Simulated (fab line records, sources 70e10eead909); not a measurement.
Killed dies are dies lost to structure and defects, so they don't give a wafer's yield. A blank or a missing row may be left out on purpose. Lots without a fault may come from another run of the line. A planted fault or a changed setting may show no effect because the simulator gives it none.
Chamber matching | flow nand_harc | NHARC_A_M1_CMP_23 on cmp-03: 4 sister chambers
The step polishes, t overpolish 20 s, target thk 154.34 nm. 16 wafers are shown with their chamber, then 8 later ones without.

WAFERS WITH THEIR CHAMBER
wafer  | chamber | motor_current_A (A) | time_to_endpoint_s (s) | slurry_flow_ml_min
L074.3 | 0       | 11.7                | 23.4                   | 149.0
L074.4 | 2       | 13.1                | 31.5                   | 150.2
L074.5 | 2       | 13.8                | 30.0                   | 149.9
L077.1 | 2       | 12.9                | 29.2                   | 150.3
L077.2 | 3       | 10.3                | 27.4                   | 150.2
L077.5 | 0       | 12.8                | 23.9                   | 150.1
L076.1 | 3       | 10.4                | 28.5                   | 149.5
L076.3 | 0       | 11.8                | 27.5                   | 150.0
L076.4 | 2       | 12.8                | 28.8                   | 150.4
L080.2 | 3       | 10.7                | 26.1                   | 149.0
L080.3 | 0       | 11.9                | 23.1                   | 149.4
L080.5 | 0       | 11.7                | 23.1                   | 150.0
L086.2 | 0       | 11.9                | 27.8                   | 149.8
L086.3 | 1       | 12.9                | 31.1                   | 150.3
L086.6 | 0       | 12.3                | 27.4                   | 150.0
L092.1 | 3       | 10.5                | 30.1                   | 150.5

SIGNATURES (means of the wafers above)
reading            | chamber 0 | chamber 1 | chamber 2 | chamber 3 | scatter within a chamber
motor_current_A    | 12.014    | 12.900    | 13.150    | 10.475    | 0.373
time_to_endpoint_s | 25.171    | 31.100    | 29.875    | 28.025    | 1.9
slurry_flow_ml_min | 149.757   | 150.300   | 150.200   | 149.800   | 0.458
Rule: a wafer's distance from a chamber is the root of the sum, over the readings, of the square of ((its reading less the chamber's mean) divided by the reading's scatter). The wafer belongs to the nearest chamber; if the next one is less than 2 further off, it can't be placed. The scatter: the root of (the sum of the squares of (reading less its chamber's mean) over the shown wafers, divided by (wafers less chambers)).

WAFERS WITHOUT THEIR CHAMBER
wafer  | motor_current_A (A) | time_to_endpoint_s (s) | slurry_flow_ml_min
L092.3 | 12.4                | 27.2                   | 150.2
L092.4 | 12.9                | 31.9                   | 150.0
L094.1 | 13.1                | 28.9                   | 150.3
L094.2 | 12.1                | 30.4                   | 149.5
L094.3 | 12.8                | 33.8                   | 148.8
L096.2 | 12.7                | 26.5                   | 150.5
L096.3 | 10.1                | 26.0                   | 150.5
L096.6 | 12.4                | 27.7                   | 150.5

WHICH CHAMBER EACH WENT THROUGH
wafer  | from the rows above               | in truth
L092.3 | can't be placed: 0 or 2 or 1      | 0
L092.4 | can't be placed: 1 or 2           | 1
L094.1 | can't be placed: 2 or 1           | 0
L094.2 | can't be placed: 1 or 0 or 2 or 3 | 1
L094.3 | can't be placed: 1 or 2 or 0      | 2
L096.2 | can't be placed: 2 or 1 or 0      | 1
L096.3 | 3                                 | 3
L096.6 | can't be placed: 1 or 0 or 2      | 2
Placed correctly: 1 of 8. Can't be placed from these rows: 7 (the true chamber is among the candidates in 6). Placed wrongly: 0.
